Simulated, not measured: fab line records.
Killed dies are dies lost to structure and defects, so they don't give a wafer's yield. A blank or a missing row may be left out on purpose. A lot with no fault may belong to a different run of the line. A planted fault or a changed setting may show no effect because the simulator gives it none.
Matching of chambers || flow n5 finfet || pecvd-02 running N5_BEOL_M0_DEP_125: 3 sister chambers
The step deposits SiCN from 3MS/NH3, target thk 8 nm, time 14 s. 27 wafers are shown with their chamber, then 12 later ones without.

== EACH WAFER AND ITS CHAMBER ==
{"wafer": "L074.2", "chamber": 0, "throttle valve pct (%)": 9.9, "showerhead vpp V (V)": 938, "showerhead plenum p Torr (Torr)": 3.671}
{"wafer": "L074.4", "chamber": 0, "throttle valve pct (%)": 9.8, "showerhead vpp V (V)": 937, "showerhead plenum p Torr (Torr)": 3.667}
{"wafer": "L074.5", "chamber": 2, "throttle valve pct (%)": 9.2, "showerhead vpp V (V)": 912, "showerhead plenum p Torr (Torr)": 3.667}
{"wafer": "L076.2", "chamber": 2, "throttle valve pct (%)": 9.0, "showerhead vpp V (V)": 908, "showerhead plenum p Torr (Torr)": 3.687}
{"wafer": "L076.5", "chamber": 2, "throttle valve pct (%)": 8.9, "showerhead vpp V (V)": 919, "showerhead plenum p Torr (Torr)": 3.669}
{"wafer": "L076.6", "chamber": 1, "throttle valve pct (%)": 8.4, "showerhead vpp V (V)": 923, "showerhead plenum p Torr (Torr)": 3.664}
{"wafer": "L075.3", "chamber": 1, "throttle valve pct (%)": 8.3, "showerhead vpp V (V)": 918, "showerhead plenum p Torr (Torr)": 3.677}
{"wafer": "L075.5", "chamber": 0, "throttle valve pct (%)": 9.9, "showerhead vpp V (V)": 931, "showerhead plenum p Torr (Torr)": 3.655}
{"wafer": "L075.6", "chamber": 1, "throttle valve pct (%)": 8.5, "showerhead vpp V (V)": 923, "showerhead plenum p Torr (Torr)": 3.673}
{"wafer": "L081.1", "chamber": 1, "throttle valve pct (%)": 8.4, "showerhead vpp V (V)": 888, "showerhead plenum p Torr (Torr)": 3.680}
{"wafer": "L081.4", "chamber": 2, "throttle valve pct (%)": 9.1, "showerhead vpp V (V)": 924, "showerhead plenum p Torr (Torr)": 3.673}
{"wafer": "L081.6", "chamber": 1, "throttle valve pct (%)": 8.2, "showerhead vpp V (V)": 906, "showerhead plenum p Torr (Torr)": 3.665}
{"wafer": "L083.3", "chamber": 1, "throttle valve pct (%)": 8.7, "showerhead vpp V (V)": 909, "showerhead plenum p Torr (Torr)": 3.680}
{"wafer": "L083.4", "chamber": 1, "throttle valve pct (%)": 8.2, "showerhead vpp V (V)": 903, "showerhead plenum p Torr (Torr)": 3.690}
{"wafer": "L083.5", "chamber": 2, "throttle valve pct (%)": 9.4, "showerhead vpp V (V)": 922, "showerhead plenum p Torr (Torr)": 3.674}
{"wafer": "L084.2", "chamber": 1, "throttle valve pct (%)": 8.6, "showerhead vpp V (V)": 900, "showerhead plenum p Torr (Torr)": 3.670}
{"wafer": "L084.4", "chamber": 0, "throttle valve pct (%)": 9.9, "showerhead vpp V (V)": 938, "showerhead plenum p Torr (Torr)": 3.666}
{"wafer": "L084.6", "chamber": 2, "throttle valve pct (%)": 9.2, "showerhead vpp V (V)": 901, "showerhead plenum p Torr (Torr)": 3.673}
{"wafer": "L087.1", "chamber": 1, "throttle valve pct (%)": 8.6, "showerhead vpp V (V)": 909, "showerhead plenum p Torr (Torr)": 3.673}
{"wafer": "L087.5", "chamber": 1, "throttle valve pct (%)": 8.5, "showerhead vpp V (V)": 912, "showerhead plenum p Torr (Torr)": 3.680}
{"wafer": "L087.6", "chamber": 2, "throttle valve pct (%)": 9.3, "showerhead vpp V (V)": 907, "showerhead plenum p Torr (Torr)": 3.670}
{"wafer": "L089.2", "chamber": 0, "throttle valve pct (%)": 10.0, "showerhead vpp V (V)": 943, "showerhead plenum p Torr (Torr)": 3.666}
{"wafer": "L089.4", "chamber": 1, "throttle valve pct (%)": 8.4, "showerhead vpp V (V)": 894, "showerhead plenum p Torr (Torr)": 3.672}
{"wafer": "L089.5", "chamber": 2, "throttle valve pct (%)": 8.9, "showerhead vpp V (V)": 916, "showerhead plenum p Torr (Torr)": 3.676}
{"wafer": "L088.1", "chamber": 2, "throttle valve pct (%)": 9.4, "showerhead vpp V (V)": 904, "showerhead plenum p Torr (Torr)": 3.678}
{"wafer": "L088.2", "chamber": 0, "throttle valve pct (%)": 10.0, "showerhead vpp V (V)": 932, "showerhead plenum p Torr (Torr)": 3.663}
{"wafer": "L088.3", "chamber": 1, "throttle valve pct (%)": 8.5, "showerhead vpp V (V)": 895, "showerhead plenum p Torr (Torr)": 3.672}

SIGNATURES (averages over the wafers above)
{"reading": "throttle valve pct", "chamber 0": 9.917, "chamber 1": 8.442, "chamber 2": 9.156, "scatter within a chamber": 0.158}
{"reading": "showerhead vpp V", "chamber 0": 936.50, "chamber 1": 906.67, "chamber 2": 912.56, "scatter within a chamber": 9.21}
{"reading": "showerhead plenum p Torr", "chamber 0": 3.66467, "chamber 1": 3.67467, "chamber 2": 3.67411, "scatter within a chamber": 0.00646}
Rule: a wafer's distance from a chamber is the root of the sum, over the readings, of the square of ((its reading less the chamber's mean) divided by the reading's scatter). If the next closest chamber is less than 2 further off than the closest, the wafer can't be placed; otherwise it belongs to the closest. The scatter: take each reading less its chamber's mean, square it, sum over the shown wafers, divide by the number of wafers less the number of chambers, and take the root.

== WAFERS WITHOUT THEIR CHAMBER ==
{"wafer": "L090.2", "throttle valve pct (%)": 9.3, "showerhead vpp V (V)": 914, "showerhead plenum p Torr (Torr)": 3.671}
{"wafer": "L090.3", "throttle valve pct (%)": 9.7, "showerhead vpp V (V)": 933, "showerhead plenum p Torr (Torr)": 3.666}
{"wafer": "L090.6", "throttle valve pct (%)": 8.2, "showerhead vpp V (V)": 898, "showerhead plenum p Torr (Torr)": 3.667}
{"wafer": "L092.2", "throttle valve pct (%)": 9.8, "showerhead vpp V (V)": 938, "showerhead plenum p Torr (Torr)": 3.656}
{"wafer": "L092.3", "throttle valve pct (%)": 8.5, "showerhead vpp V (V)": 899, "showerhead plenum p Torr (Torr)": 3.676}
{"wafer": "L092.4", "throttle valve pct (%)": 9.4, "showerhead vpp V (V)": 913, "showerhead plenum p Torr (Torr)": 3.670}
{"wafer": "L094.1", "throttle valve pct (%)": 9.7, "showerhead vpp V (V)": 942, "showerhead plenum p Torr (Torr)": 3.663}
{"wafer": "L094.5", "throttle valve pct (%)": 9.5, "showerhead vpp V (V)": 923, "showerhead plenum p Torr (Torr)": 3.670}
{"wafer": "L094.6", "throttle valve pct (%)": 8.5, "showerhead vpp V (V)": 900, "showerhead plenum p Torr (Torr)": 3.685}
{"wafer": "L097.2", "throttle valve pct (%)": 9.8, "showerhead vpp V (V)": 953, "showerhead plenum p Torr (Torr)": 3.662}
{"wafer": "L097.4", "throttle valve pct (%)": 9.3, "showerhead vpp V (V)": 913, "showerhead plenum p Torr (Torr)": 3.667}
{"wafer": "L097.5", "throttle valve pct (%)": 8.6, "showerhead vpp V (V)": 895, "showerhead plenum p Torr (Torr)": 3.679}

== THE CHAMBER EACH PASSED THROUGH ==
{"wafer": "L090.2", "from the rows above": 2, "in truth": 2}
{"wafer": "L090.3", "from the rows above": 0, "in truth": 0}
{"wafer": "L090.6", "from the rows above": 1, "in truth": 1}
{"wafer": "L092.2", "from the rows above": 0, "in truth": 0}
{"wafer": "L092.3", "from the rows above": 1, "in truth": 1}
{"wafer": "L092.4", "from the rows above": 2, "in truth": 2}
{"wafer": "L094.1", "from the rows above": 0, "in truth": 0}
{"wafer": "L094.5", "from the rows above": "can't be placed: 2 or 0", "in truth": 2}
{"wafer": "L094.6", "from the rows above": 1, "in truth": 1}
{"wafer": "L097.2", "from the rows above": 0, "in truth": 0}
{"wafer": "L097.4", "from the rows above": 2, "in truth": 2}
{"wafer": "L097.5", "from the rows above": 1, "in truth": 1}
Correctly placed: 11 of 12. From these rows, 1 cannot be placed; in 1 the true chamber is one of the candidates. Placed wrongly: 0.
